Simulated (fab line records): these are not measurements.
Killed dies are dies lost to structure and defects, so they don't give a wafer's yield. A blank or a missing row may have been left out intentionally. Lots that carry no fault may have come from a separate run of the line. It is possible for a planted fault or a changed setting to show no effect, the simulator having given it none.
fab line records	flow nandHarc
record lots=12	wafers=34	lastDay=33
route steps=1302 shown A_SLIT@939 A_WL_FILL@956 END@1302
lots untouched by any fault: they come from a run of this same line in which no faults occurred
startH: the number of hours between the record's first day and the start of the first shown wafer of the lot	waitH: how many hours have passed since the lot's step before this one	" as in the row above	L1.1+2: one row covering several wafers at once	- no value, or no start given	* or withheld: withheld	< > ~ a bound
route shown NAME@n: a module of which the file shows steps, and the number in the route of the first	usual: average and standard deviation across the fault-free wafers	same: alike in all rows	chamber/n: place in a boat	sites: readings site by site	_std_site: the values' standard deviation	_edge_site: inner sites' mean taken away from outer sites' mean	radiusMm: for every site, how far away it sits from the centre of the wafer	mask NAME#n: copy n	behind: tool/chamber where the wafer was last shaped	hold: reason for holding the lot/hours on hold/outcome of the hold	device: the transistor (n, p or np) that didn't switch	end of line: the tests these same wafers got at the end of their route	where a step has no rows: the recipe by itself	killed: the dies lost at the first sort to structure and to defects; this is not the yield of the wafer	map: a wafer's dies, marking killed ones x, the rest . and places with no die _
set.NAME: the run value of the setting; set.NAME@STEP: its run value at that earlier step	model.NAME: the simulator's own value behind a step, which no gauge read
one table for each step of the route and one row for each wafer, over a sample of lots
services: the hour from which a tool's chamber was out of use, counted from the record's first day as startH (under 0 if before that day), plus the number of hours and why
## steps
# step NHARC_A_SLIT_ETCH_17
# recipe biasV=900	sourceW=withheld	pressureMtorr=20	arFlowSccm=375	c4f8FlowSccm=83.3	o2FlowSccm=41.7	timeS=4254.5	targetDepthA=2.03e+05	chemistry=C4F8/O2/Ar
# usual drypumpMotorCurrentA=5.74/0.15	o2FlowSccm=41.71/0.13	oesAirLineAu=0.998/0.019	showerheadPlenumPTorr=3.64/0.16	throttleValvePct=32.046/0.0092
lot.wafer	tool	chamber	startH	waitH	drypumpMotorCurrentA	o2FlowSccm	oesAirLineAu	rfHoursCounterH	showerheadPlenumPTorr	throttleValvePct
L912.4	harEtch-02	0	476.68	-	5.75	41.63	1.023	-	3.92	32.030
L912.5	"	1	"	"	5.95	41.72	0.986	-	3.68	32.053
L912.6	"	0	"	"	5.76	41.68	1.035	-	3.92	32.052
L910.2	harEtch-02	0	483.44	-	5.76	41.61	0.985	50	3.91	32.032
L910.5	"	1	485.26	-	5.96	41.87	1.016	-	3.68	32.046
L910.6	"	0	"	"	5.79	41.93	0.997	-	3.91	32.051
L913.3	harEtch-02	0	503.51	-	5.80	41.69	0.999	-	3.90	32.062
L913.5	"	1	"	"	5.97	41.66	1.008	-	3.67	32.038
L913.6	"	0	"	"	5.76	41.62	0.994	-	3.90	32.050
L915.4	harEtch-02	1	511.59	-	5.96	41.73	1.005	-	3.67	32.042
L915.6	"	0	"	"	5.79	41.58	0.994	-	3.90	32.046
L915.5	"	1	"	"	5.94	41.84	0.970	-	3.67	32.051
L918.1	harEtch-01	0	561.35	-	5.57	41.68	1.022	310	3.45	32.052
L918.3	"	0	562.57	-	5.60	41.44	1.020	-	3.45	32.046
L921.2	harEtch-02	1	573.74	-	5.95	41.61	0.984	107	3.65	32.024
L921.1	"	0	"	"	5.77	41.80	1.020	107	3.88	32.062
L921.5	"	0	576.77	-	5.78	41.68	0.989	-	3.88	32.047
L922.1	harEtch-01	0	580.52	-	5.57	41.64	0.991	322	3.44	32.052
L922.5	"	0	582.96	-	5.58	41.64	1.010	-	3.44	32.043
L926.1	harEtch-02	1	643.57	-	5.96	41.82	1.024	146	3.63	32.042
L926.2	"	0	"	"	5.74	41.51	1.009	146	3.86	32.053
L926.3	"	0	645.36	-	5.76	41.76	0.997	-	3.86	32.054
L927.1	harEtch-01	0	643.87	-	5.60	41.66	0.997	360	3.42	32.027
L927.4	"	1	"	"	5.61	41.69	0.979	-	3.53	32.051
L927.3	"	0	"	"	5.58	41.62	1.014	-	3.42	32.040
L928.1	harEtch-02	0	647.68	-	5.76	41.60	1.007	149	3.86	32.046
L928.2	"	1	"	"	5.94	41.70	1.014	149	3.63	32.045
L928.4	"	1	649.50	-	5.95	41.71	1.004	-	3.63	32.046
L930.4	harEtch-02	0	677.27	-	5.77	41.69	1.011	-	3.85	32.054
L930.3	"	1	"	"	5.95	41.81	1.013	-	3.62	32.046
L930.6	"	0	"	"	5.78	41.52	0.997	-	3.85	32.045
L932.2	harEtch-01	0	680.39	-	5.59	41.91	1.009	379	3.41	32.044
L932.5	"	1	682.20	-	5.62	41.74	1.012	-	3.52	32.047
L932.6	"	0	"	"	5.59	41.68	1.003	-	3.41	32.048
# step NHARC_A_SLIT_STRIP_18
# recipe o2FlowSccm=500	arFlowSccm=0	biasW=0	chemistry=O2
# usual drypumpMotorCurrentA=5.9/0.4	o2FlowSccm=500.0/1.4	oesProductAu=1.001/0.0098	rfVppV=57.9/0.84	showerheadPlenumPTorr=3.57/0.14	throttleValvePct=17.035/0.01
lot.wafer	tool	chamber	startH	waitH	drypumpMotorCurrentA	o2FlowSccm	oesProductAu	rfHoursCounterH	rfVppV	showerheadPlenumPTorr	throttleValvePct
L912.4	rieDiel-05	0	-	-	6.1	500.5	1.018	2	57.3	3.52	17.018
L912.6	"	3	"	"	6.5	501.2	1.017	-	57.7	3.77	17.030
L912.5	"	0	"	"	6.1	500.5	1.013	-	57.8	3.52	17.042
L910.2	rieDiel-05	1	-	-	6.0	501.1	1.018	2	58.7	3.52	17.043
L910.5	"	2	"	"	5.5	499.1	0.999	-	58.1	3.43	17.042
L910.6	"	3	"	"	6.5	497.6	1.009	-	56.8	3.77	17.033
L913.3	rieDiel-06	1	-	-	5.1	499.6	1.000	1	57.6	3.54	17.043
L913.5	"	3	"	"	5.7	500.1	1.018	-	57.5	3.70	17.026
L913.6	"	0	"	"	5.5	498.3	0.997	-	56.6	3.60	17.046
L915.4	rieDiel-12	3	-	-	6.5	499.4	0.990	4	58.4	3.71	17.036
L915.5	"	2	"	"	5.9	500.4	1.028	-	58.4	3.31	17.045
L915.6	"	3	"	"	6.5	497.2	0.989	-	56.6	3.71	17.018
L918.1	rieDiel-06	1	-	-	5.1	500.5	0.998	6	55.6	3.54	17.048
L918.3	"	3	"	"	5.8	502.2	1.006	4	59.9	3.70	17.052
L921.1	rieDiel-06	3	-	-	5.8	501.0	0.997	4	58.3	3.70	17.041
L921.2	"	0	"	"	5.5	501.4	0.989	6	58.4	3.59	17.047
L921.5	"	2	"	"	5.5	499.0	0.996	-	57.3	3.30	17.032
L922.1	rieDiel-06	2	-	-	5.5	500.2	0.999	5	55.9	3.30	17.036
L922.5	"	0	"	"	5.5	497.9	0.998	-	58.2	3.59	17.025
L927.4	rieDiel-05	3	-	-	6.5	501.5	0.998	2	59.1	3.77	17.033
L927.3	"	0	"	"	6.1	500.6	1.007	2	56.8	3.52	17.038
L927.1	"	1	"	"	6.0	498.8	1.005	2	59.0	3.52	17.054
L926.2	rieDiel-06	3	-	-	5.8	501.3	1.034	10	57.1	3.69	17.028
L926.1	"	0	"	"	5.5	499.1	1.007	11	58.2	3.59	17.029
L926.3	"	2	"	"	5.5	499.2	1.010	12	57.2	3.30	17.050
L928.4	rieDiel-12	0	-	-	5.9	501.1	0.997	2	58.0	3.72	17.035
L928.2	"	1	"	"	5.8	499.8	1.000	2	58.2	3.60	17.048
L928.1	"	2	"	"	5.9	500.2	0.990	2	57.2	3.31	17.026
L930.3	rieDiel-12	3	-	-	6.5	499.9	1.007	2	57.7	3.70	17.052
L930.4	"	1	"	"	5.8	499.7	1.000	3	57.7	3.60	17.032
L930.6	"	2	"	"	5.9	500.6	1.008	-	58.4	3.31	17.031
L932.2	rieDiel-06	1	-	-	5.1	497.7	0.964	0	59.4	3.53	17.028
L932.6	"	3	"	"	5.7	500.8	0.990	-	57.8	3.69	17.031
L932.5	"	0	"	"	5.5	501.3	0.986	-	59.2	3.59	17.030
# step NHARC_A_WL_FILL_CVD_03
# recipe targetThkA=400	tempC=300	pressureTorr=40	wf6FlowSccm=40	h2FlowSccm=1600	arFlowSccm=1560	timeS=279	material=W
# usual heaterPowerW=429/27	mfcH2Sccm=1600/4.9	throttleValvePct=7.72/0.26
lot.wafer	tool	chamber	startH	waitH	heaterPowerW	mfcH2Sccm	throttleValvePct
L912.4	cvdW-02	0	487.70	0.2	460	1603	7.41
L912.6	"	0	"	"	459	1605	7.74
L912.5	"	1	"	"	449	1608	7.36
L910.2	cvdW-01	0	497.04	0.1	392	1602	8.04
L910.6	"	1	"	"	430	1595	7.89
L910.5	"	0	"	"	387	1598	7.58
L913.3	cvdW-02	0	514.12	0.2	449	1608	7.50
L913.6	"	0	"	"	447	1596	7.63
L913.5	"	1	"	"	440	1605	7.39
L915.4	cvdW-02	0	524.95	0.2	452	1598	7.65
L915.6	"	0	"	"	450	1602	7.55
L915.5	"	1	"	"	445	1600	7.51
L918.1	cvdW-02	0	573.60	0.1	458	1608	7.65
L918.3	"	1	"	"	437	1598	7.68
L921.1	cvdW-01	0	586.39	0.1	390	1600	7.61
L921.2	"	1	"	"	445	1594	8.02
L921.5	"	1	"	"	452	1600	8.00
L922.1	cvdW-01	1	592.71	0.1	457	1587	7.71
L922.5	"	0	"	"	384	1603	7.96
L926.2	cvdW-01	1	655.97	0.1	437	1604	8.44
L926.1	"	0	"	"	377	1593	7.55
L926.3	"	1	"	"	438	1605	7.93
L927.1	cvdW-02	0	656.02	0.1	465	1609	7.57
L927.3	"	1	"	"	415	1607	7.29
L927.4	"	0	"	"	449	1602	7.26
L928.2	cvdW-01	1	660.56	0.2	440	1595	7.69
L928.1	"	0	"	"	380	1605	7.80
L928.4	"	0	"	"	390	1596	7.73
L930.4	cvdW-02	1	688.88	0.2	417	1608	7.44
L930.3	"	0	"	"	448	1598	7.46
L930.6	"	0	"	"	457	1596	7.43
L932.2	cvdW-01	1	692.43	0.1	437	1602	8.23
L932.5	"	0	"	"	387	1609	8.06
L932.6	"	1	"	"	444	1604	8.07
# step NHARC_A_WL_FILL_ETCHBACK_04
# recipe targetDepthA=600	timeS=120	chemistry=NF3
# usual drypumpMotorCurrentA=5.8/0.31	oesProductAu=0.999/0.0093
lot.wafer	tool	chamber	startH	waitH	drypumpMotorCurrentA	oesProductAu	rfHoursCounterH
L912.4	rieMetal-03	0	488.03	0.3	5.9	0.997	-
L912.5	"	0	"	"	5.9	0.996	-
L912.6	"	1	"	"	5.9	1.006	-
L910.2	rieMetal-02	0	497.39	0.3	5.4	1.011	0.5
L910.5	"	1	"	"	6.1	0.975	-
L910.6	"	0	"	"	5.4	1.003	-
L913.3	rieMetal-03	0	514.49	0.3	5.9	0.996	-
L913.6	"	1	"	"	5.8	1.017	-
L913.5	"	0	"	"	5.9	0.991	-
L915.4	rieMetal-01	0	525.32	0.3	6.3	0.982	-
L915.6	"	1	"	"	5.5	1.001	-
L915.5	"	0	"	"	6.3	0.982	-
L918.1	rieMetal-01	0	573.95	0.3	6.2	1.236	2.7
L918.3	"	0	"	"	6.3	0.994	-
L921.2	rieMetal-01	0	586.76	0.3	6.3	1.001	0.0
L921.1	"	1	"	"	5.5	1.244	0.0
L921.5	"	0	"	"	6.3	0.991	-
L922.1	rieMetal-01	1	593.06	0.3	5.5	1.253	0.2
L922.5	"	0	"	"	6.3	0.994	-
L927.1	rieMetal-02	0	656.34	0.3	5.4	1.000	0.0
L927.3	"	0	"	"	5.4	0.998	-
L927.4	"	1	"	"	6.1	0.999	-
L926.2	rieMetal-03	1	656.34	0.3	5.8	0.996	2.0
L926.1	"	0	"	"	5.9	1.018	1.6
L926.3	"	0	"	"	5.9	1.013	-
L928.2	rieMetal-01	1	660.93	0.3	5.5	0.998	1.3
L928.1	"	0	"	"	6.3	1.001	1.3
L928.4	"	1	"	"	5.5	1.001	-
L930.3	rieMetal-02	0	689.21	0.2	5.3	1.002	-
L930.4	"	1	"	"	6.1	0.993	-
L930.6	"	1	"	"	6.1	0.985	-
L932.2	rieMetal-01	0	692.78	0.3	6.3	0.992	1.8
L932.6	"	1	"	"	5.5	1.014	-
L932.5	"	0	"	"	6.3	0.993	-
# step NHARC_END_SORT_01
# recipe tempC=25
# usual killedAtArray=57/18	killedAtOther=0.8/1	killedAtPeriphery=3.9/2.8	killedDies=62/18	killedOpen=3.4/1.8	killedShort=2.2/1.6
# same grossDies=677
lot.wafer	tool	chamber	startH	waitH	killedAtArray	killedAtOther	killedAtPeriphery	killedDies	killedOpen	killedShort
L912.4	prober-01	0	590.20	3.4	47	0	3	50	3	1
L912.5	prober-01	0	591.01	3.7	49	1	4	54	6	5
L912.6	prober-01	0	591.81	4.0	58	0	5	63	2	3
L910.2	prober-02	0	596.41	2.8	49	0	5	54	3	2
L910.5	prober-02	0	598.83	3.7	51	0	3	54	4	1
L910.6	prober-02	0	599.64	4.0	50	0	4	54	1	5
L913.3	prober-02	0	614.53	3.1	41	3	5	49	3	4
L913.5	prober-02	0	616.15	3.7	46	1	14	61	2	7
L913.6	prober-02	0	616.96	4.0	54	0	10	64	6	1
L915.4	prober-01	0	632.57	3.4	51	2	3	56	2	3
L915.5	prober-01	0	633.38	3.7	76	0	1	77	3	0
L915.6	prober-01	0	634.18	4.0	70	0	2	72	4	0
L918.1	prober-02	0	676.02	2.5	29	3	2	34	5	3
L918.3	prober-02	0	677.60	3.1	33	4	3	40	4	3
L922.1	prober-02	0	683.77	2.5	49	0	1	50	2	1
L922.5	prober-02	0	686.96	3.7	39	0	5	44	4	1
L921.1	prober-01	0	684.70	2.5	51	1	5	57	5	0
L921.2	prober-01	0	685.51	2.8	45	0	2	47	4	1
L921.5	prober-01	0	687.95	3.7	52	1	6	59	4	4
L926.1	prober-02	0	748.90	2.5	30	2	6	38	0	2
L926.2	prober-02	0	749.68	2.8	37	0	5	42	1	0
L926.3	prober-02	0	750.47	3.1	35	0	7	42	5	6
L927.1	prober-01	0	748.94	2.5	86	0	9	95	0	1
L927.3	prober-01	0	750.54	3.1	97	0	1	98	2	4
L927.4	prober-01	0	751.34	3.4	111	2	2	115	5	4
L928.1	prober-01	0	756.70	2.5	53	0	6	59	3	0
L928.2	prober-01	0	757.49	2.8	59	1	1	61	2	1
L928.4	prober-01	0	759.07	3.4	52	0	3	55	4	3
L930.3	prober-01	0	783.77	3.1	35	0	10	45	3	4
L930.4	prober-01	0	784.55	3.3	44	0	10	54	3	3
L930.6	prober-01	0	786.12	3.9	26	1	8	35	3	5
L932.2	prober-02	0	794.91	2.8	54	1	2	57	3	2
L932.5	prober-02	0	797.28	3.7	98	0	2	100	1	2
L932.6	prober-02	0	798.07	3.9	81	1	3	85	5	5
# killed by level:class
L912.4 A_CHANNEL_HOLE_D1:chamberFilmFlake=31 A_CHANNEL_HOLE_D2:chamberFilmFlake=9 A_CHANNEL_FILL_D2:chamberFilmFlake=2 A_CONTACT:chamberFilmFlake=2 P_M0:geometricParticle:open=1 A_CHANNEL_FILL_D2:geometricParticle:open=1 A_SGD_CUT:geometricParticle:short=1 A_M1:geometricParticle:open=1
L912.5 A_CHANNEL_HOLE_D1:chamberFilmFlake=26 A_CHANNEL_HOLE_D2:chamberFilmFlake=8 P_GATE:chamberFilmFlake=4 A_SGD_CUT:geometricParticle:open=2 A_SOURCE_PLATE:geometricParticle:short=1 A_ONON_D2:geometricParticle:short=1 A_CHANNEL_FILL_D2:geometricParticle:open=1 A_CHANNEL_FILL_D2:geometricParticle:short=1
L912.6 A_CHANNEL_HOLE_D1:chamberFilmFlake=34 A_CHANNEL_HOLE_D2:chamberFilmFlake=17 P_GATE:chamberFilmFlake=3 A_CHANNEL_FILL_D2:chamberFilmFlake=2 P_STI:geometricParticle:short=1 A_ONON_D1:geometricParticle:open=1 A_DECK1_JOINT:geometricParticle:short=1 A_CHANNEL_FILL_D2:geometricParticle:open=1
L910.2 A_CHANNEL_HOLE_D2:chamberFilmFlake=33 A_CHANNEL_FILL_D1:chamberFilmFlake=4 A_CHANNEL_HOLE_D1:chamberFilmFlake=3 A_STAIRCASE:chamberFilmFlake=3 P_M0:geometricParticle:open=2 P_STI:chamberFilmFlake=2 A_M1:chamberFilmFlake=2 A_CHANNEL_FILL_D1:geometricParticle:open=1
L910.5 A_CHANNEL_HOLE_D2:chamberFilmFlake=32 A_WL_FILL:chamberFilmFlake=4 A_CONTACT:chamberFilmFlake=4 P_M0:geometricParticle:open=2 A_CHANNEL_HOLE_D1:chamberFilmFlake=2 A_CHANNEL_FILL_D1:chamberFilmFlake=2 A_STAIRCASE:chamberFilmFlake=2 A_M1:chamberFilmFlake=2
L910.6 A_CHANNEL_HOLE_D2:chamberFilmFlake=32 A_STAIRCASE:chamberFilmFlake=4 A_CONTACT:chamberFilmFlake=3 A_CHANNEL_HOLE_D2:geometricParticle:short=2 P_STI:chamberFilmFlake=2 A_CHANNEL_FILL_D1:chamberFilmFlake=2 P_M0:geometricParticle:short=1 A_SOURCE_PLATE:geometricParticle:short=1
L913.3 A_CHANNEL_HOLE_D2:chamberFilmFlake=30 A_CHANNEL_HOLE_D1:chamberFilmFlake=3 THIN_TSV:chamberFilmFlake=3 P_GATE:chamberFilmFlake=2 A_CONTACT:chamberFilmFlake=2 P_CONTACT:geometricParticle:open=1 A_DECK1_JOINT:geometricParticle:short=1 A_DECK1_JOINT:geometricParticle:open=1
L913.5 A_CHANNEL_HOLE_D2:chamberFilmFlake=28 P_GATE:chamberFilmFlake=11 A_CONTACT:chamberFilmFlake=4 A_SLIT:chamberFilmFlake=3 A_ONON_D1:geometricParticle:short=2 P_BONDPAD:chamberFilmFlake=2 P_CONTACT:geometricParticle:short=1 A_SOURCE_PLATE:geometricParticle:open=1
L913.6 A_CHANNEL_HOLE_D2:chamberFilmFlake=35 P_GATE:chamberFilmFlake=7 A_CONTACT:chamberFilmFlake=4 A_STAIRCASE:chamberFilmFlake=3 A_DECK1_JOINT:geometricParticle:open=2 A_BLC:geometricParticle:open=2 A_CHANNEL_HOLE_D1:chamberFilmFlake=2 A_SLIT:chamberFilmFlake=2
L915.4 A_CHANNEL_HOLE_D2:chamberFilmFlake=27 A_CHANNEL_HOLE_D1:chamberFilmFlake=18 A_ZERO_WELL:chamberFilmFlake=2 A_STAIRCASE:chamberFilmFlake=2 P_CONTACT:geometricParticle:open=1 P_M0:geometricParticle:short=1 A_CHANNEL_FILL_D1:geometricParticle:open=1 A_WL_FILL:geometricParticle:short=1
L915.5 A_CHANNEL_HOLE_D2:chamberFilmFlake=32 A_CHANNEL_HOLE_D1:chamberFilmFlake=31 A_STAIRCASE:chamberFilmFlake=8 A_DECK1_JOINT:chamberFilmFlake=2 P_M0:geometricParticle:open=1 A_ONON_D2:geometricParticle:open=1 A_WL_FILL:geometricParticle:open=1 A_WL_FILL:chamberFilmFlake=1
L915.6 A_CHANNEL_HOLE_D2:chamberFilmFlake=31 A_CHANNEL_HOLE_D1:chamberFilmFlake=29 A_STAIRCASE:chamberFilmFlake=5 P_CONTACT:geometricParticle:open=2 A_ONON_D1:geometricParticle:open=1 A_CHANNEL_FILL_D2:geometricParticle:open=1 A_CHANNEL_FILL_D1:chamberFilmFlake=1 A_CHANNEL_FILL_D2:chamberFilmFlake=1
L918.1 A_SLIT:chamberFilmFlake=16 A_CONTACT:chamberFilmFlake=2 A_BLC:chamberFilmFlake=2 THIN_TSV:chamberFilmFlake=2 P_CONTACT:geometricParticle:open=1 P_M1:geometricParticle:open=1 A_DECK1_JOINT:geometricParticle:short=1 A_CHANNEL_FILL_D2:geometricParticle:open=1
L918.3 A_SLIT:chamberFilmFlake=18 THIN_TSV:chamberFilmFlake=4 A_CONTACT:chamberFilmFlake=3 A_ONON_D2:geometricParticle:short=2 A_M0:geometricParticle:open=2 A_CHANNEL_HOLE_D2:chamberFilmFlake=2 A_STAIRCASE:chamberFilmFlake=2 A_BLC:chamberFilmFlake=2
L922.1 A_SLIT:chamberFilmFlake=24 A_CHANNEL_HOLE_D1:chamberFilmFlake=12 A_STAIRCASE:chamberFilmFlake=6 A_WL_FILL:chamberFilmFlake=3 A_CONTACT:chamberFilmFlake=2 P_M0:geometricParticle:open=1 A_ONON_D2:geometricParticle:short=1 A_WL_FILL:geometricParticle:open=1
L921.1 A_CHANNEL_HOLE_D1:chamberFilmFlake=32 A_CONTACT:chamberFilmFlake=8 A_WL_FILL:chamberFilmFlake=4 P_STI:chamberFilmFlake=2 A_STAIRCASE:chamberFilmFlake=2 A_SLIT:chamberFilmFlake=2 P_GATE:geometricParticle:open=1 P_CONTACT:geometricParticle:open=1
L921.2 A_CHANNEL_HOLE_D1:chamberFilmFlake=29 A_WL_FILL:chamberFilmFlake=6 A_CONTACT:chamberFilmFlake=3 P_STI:chamberFilmFlake=2 A_CHANNEL_FILL_D1:geometricParticle:open=1 A_DECK1_JOINT:geometricParticle:open=1 A_CHANNEL_HOLE_D2:geometricParticle:short=1 A_CHANNEL_FILL_D2:geometricParticle:open=1
L922.5 A_SLIT:chamberFilmFlake=26 A_CHANNEL_HOLE_D1:chamberFilmFlake=6 A_STAIRCASE:chamberFilmFlake=6 P_GATE:geometricParticle:open=3 P_CONTACT:geometricParticle:open=1 A_DECK1_JOINT:geometricParticle:short=1 P_M2:chamberFilmFlake=1
L921.5 A_CHANNEL_HOLE_D1:chamberFilmFlake=34 A_CONTACT:chamberFilmFlake=5 A_SLIT:chamberFilmFlake=3 A_WL_FILL:chamberFilmFlake=3 P_CONTACT:geometricParticle:open=2 P_M2:chamberFilmFlake=2 A_STAIRCASE:chamberFilmFlake=2 P_STI:geometricParticle:open=1
L926.1 A_CHANNEL_HOLE_D1:chamberFilmFlake=7 P_M1:chamberFilmFlake=5 A_SLIT:chamberFilmFlake=5 A_CONTACT:chamberFilmFlake=5 A_DECK1_JOINT:chamberFilmFlake=2 A_CHANNEL_FILL_D1:chamberFilmFlake=2 A_STAIRCASE:chamberFilmFlake=2 A_BONDPAD:chamberFilmFlake=2
L927.1 A_CHANNEL_HOLE_D1:chamberFilmFlake=25 A_CHANNEL_HOLE_D2:chamberFilmFlake=25 A_SLIT:chamberFilmFlake=22 P_M1:chamberFilmFlake=5 A_BONDPAD:chamberFilmFlake=4 P_GATE:chamberFilmFlake=3 A_DECK1_JOINT:chamberFilmFlake=3 A_WL_FILL:chamberFilmFlake=2
L926.2 A_CHANNEL_HOLE_D1:chamberFilmFlake=14 A_SLIT:chamberFilmFlake=10 A_CONTACT:chamberFilmFlake=4 A_STAIRCASE:chamberFilmFlake=3 P_GATE:chamberFilmFlake=2 P_M1:chamberFilmFlake=2 A_ONON_D2:geometricParticle:open=1 P_STI:chamberFilmFlake=1
L926.3 A_CHANNEL_HOLE_D1:chamberFilmFlake=8 A_STAIRCASE:chamberFilmFlake=5 A_CONTACT:chamberFilmFlake=4 A_BONDPAD:chamberFilmFlake=4 P_M1:chamberFilmFlake=3 P_M2:geometricParticle:short=2 A_SOURCE_PLATE:geometricParticle:open=2 A_ONON_D1:geometricParticle:short=2
L927.3 A_CHANNEL_HOLE_D1:chamberFilmFlake=28 A_CHANNEL_HOLE_D2:chamberFilmFlake=28 A_SLIT:chamberFilmFlake=23 A_STAIRCASE:chamberFilmFlake=6 A_M1:chamberFilmFlake=2 A_ONON_D1:geometricParticle:short=1 A_CHANNEL_HOLE_D2:geometricParticle:short=1 A_CHANNEL_FILL_D2:geometricParticle:open=1
L927.4 A_SLIT:chamberFilmFlake=32 A_CHANNEL_HOLE_D1:chamberFilmFlake=31 A_CHANNEL_HOLE_D2:chamberFilmFlake=22 A_CONTACT:chamberFilmFlake=7 A_BONDPAD:chamberFilmFlake=4 A_CHANNEL_FILL_D1:geometricParticle:short=2 A_ZERO_WELL:chamberFilmFlake=2 A_M1:chamberFilmFlake=2
L928.1 A_CHANNEL_HOLE_D1:chamberFilmFlake=35 A_CONTACT:chamberFilmFlake=5 A_STAIRCASE:chamberFilmFlake=4 P_M2:chamberFilmFlake=3 A_SLIT:chamberFilmFlake=3 A_ONON_D2:geometricParticle:open=2 P_GATE:chamberFilmFlake=2 A_CHANNEL_FILL_D1:geometricParticle:open=1
L928.2 A_CHANNEL_HOLE_D1:chamberFilmFlake=34 A_CONTACT:chamberFilmFlake=9 A_DECK1_JOINT:chamberFilmFlake=3 A_STAIRCASE:chamberFilmFlake=3 A_SLIT:chamberFilmFlake=3 A_BONDPAD:chamberFilmFlake=2 A_CHANNEL_FILL_D1:geometricParticle:short=1 A_M1:geometricParticle:open=1
L928.4 A_CHANNEL_HOLE_D1:chamberFilmFlake=28 A_CONTACT:chamberFilmFlake=8 A_SLIT:chamberFilmFlake=5 P_M2:chamberFilmFlake=3 A_ONON_D1:geometricParticle:short=2 A_M1:geometricParticle:open=2 A_DECK1_JOINT:geometricParticle:open=1 A_SGD_CUT:geometricParticle:open=1
L930.3 A_CHANNEL_HOLE_D1:chamberFilmFlake=15 A_SLIT:chamberFilmFlake=8 A_CONTACT:chamberFilmFlake=6 P_GATE:chamberFilmFlake=4 P_M1:chamberFilmFlake=2 A_CHANNEL_HOLE_D2:chamberFilmFlake=2 P_GATE:geometricParticle:short=1 P_CONTACT:geometricParticle:open=1
L930.4 A_CHANNEL_HOLE_D1:chamberFilmFlake=18 A_CONTACT:chamberFilmFlake=10 A_SLIT:chamberFilmFlake=8 P_M1:chamberFilmFlake=5 P_GATE:chamberFilmFlake=3 A_STAIRCASE:chamberFilmFlake=3 P_M0:geometricParticle:open=2 A_ONON_D1:geometricParticle:short=1
L930.6 A_CHANNEL_HOLE_D1:chamberFilmFlake=8 P_M1:chamberFilmFlake=6 A_STAIRCASE:chamberFilmFlake=3 A_SLIT:chamberFilmFlake=3 A_CONTACT:chamberFilmFlake=3 P_CONTACT:geometricParticle:short=1 A_ONON_D1:geometricParticle:short=1 A_DECK1_JOINT:geometricParticle:short=1
L932.2 A_SLIT:chamberFilmFlake=15 A_CHANNEL_HOLE_D2:chamberFilmFlake=13 A_CONTACT:chamberFilmFlake=11 A_CHANNEL_HOLE_D1:chamberFilmFlake=5 A_STAIRCASE:chamberFilmFlake=3 A_ZERO_WELL:chamberFilmFlake=2 A_CHANNEL_FILL_D2:chamberFilmFlake=2 P_GATE:geometricParticle:open=1
L932.5 A_SLIT:chamberFilmFlake=37 A_CHANNEL_HOLE_D2:chamberFilmFlake=24 A_CHANNEL_HOLE_D1:chamberFilmFlake=11 A_CONTACT:chamberFilmFlake=11 A_ZERO_WELL:chamberFilmFlake=5 A_STAIRCASE:chamberFilmFlake=3 A_CHANNEL_FILL_D2:chamberFilmFlake=2 A_ONON_D1:geometricParticle:open=1
L932.6 A_CHANNEL_HOLE_D2:chamberFilmFlake=28 A_SLIT:chamberFilmFlake=22 A_CHANNEL_HOLE_D1:chamberFilmFlake=7 A_CONTACT:chamberFilmFlake=7 A_CHANNEL_FILL_D2:chamberFilmFlake=3 A_ONON_D1:geometricParticle:open=2 A_DECK1_JOINT:geometricParticle:open=2 A_ZERO_WELL:chamberFilmFlake=2
## services
tool	chamber	startH	hours	kind
rieMetal-02	-	454.00	9.0	pm
cvdW-02	0	463.12	-	clean
rieMetal-01	-	473.44	1.4	repair
rieDiel-05	1	483.76	2.2	repair
rieDiel-06	-	484.27	9.0	pm
rieDiel-05	-	486.02	0.5	repair
rieDiel-12	-	504.33	0.7	repair
rieMetal-03	-	519.00	9.0	pm
rieDiel-06	1	525.83	4.6	repair
rieDiel-06	2	532.31	4.3	repair
cvdW-02	0	538.40	3.2	repair
cvdW-01	-	547.00	13.0	pm
rieMetal-01	-	575.00	9.0	pm
rieDiel-05	-	583.66	9.0	pm
rieMetal-03	-	611.31	0.8	repair
rieMetal-03	0	615.24	12.4	repair
rieDiel-12	-	622.40	9.0	pm
rieMetal-02	-	631.00	9.0	pm
cvdW-02	-	631.18	13.0	pm
rieMetal-03	0	639.72	4.7	repair
rieDiel-06	-	661.27	9.0	pm
rieMetal-01	-	667.41	0.3	repair
rieDiel-05	-	679.78	1.0	repair
rieDiel-05	0	687.84	16.6	repair
## key
firstSign step=NHARC_A_WL_FILL_ETCHBACK_04	reading=oesProductAu	direction=up	sigmas=26	usual=0.999	struck=1.245
effect none on later readings
metAt NHARC_A_WL_FILL_ETCHBACK_04
struckLots L918,L921,L922
struckWafers L918.1,L921.1,L922.1
testerLeftOut L918,L921,L922
notActingAt NHARC_A_SLIT_ETCH_17,NHARC_A_SLIT_STRIP_18,NHARC_A_WL_FILL_CVD_03
onsetBetween 525.32 573.95
fault kind=processParameterDrift	tool=rieMetal-01	chamber=-	onsetH=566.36	steps=NHARC_A_WL_FILL_ETCHBACK_04	channel=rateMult	offset=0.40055	shape=step	endH=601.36	scope=struckWafersOnly
# testerLeftOut: of these lots the tester's yield and bins aren't shown, on N5 and GAA mostly nor the transistor test; their killed dies are dies lost to structure and defects alone, not to doping, threshold or leakage, so they don't give the yield
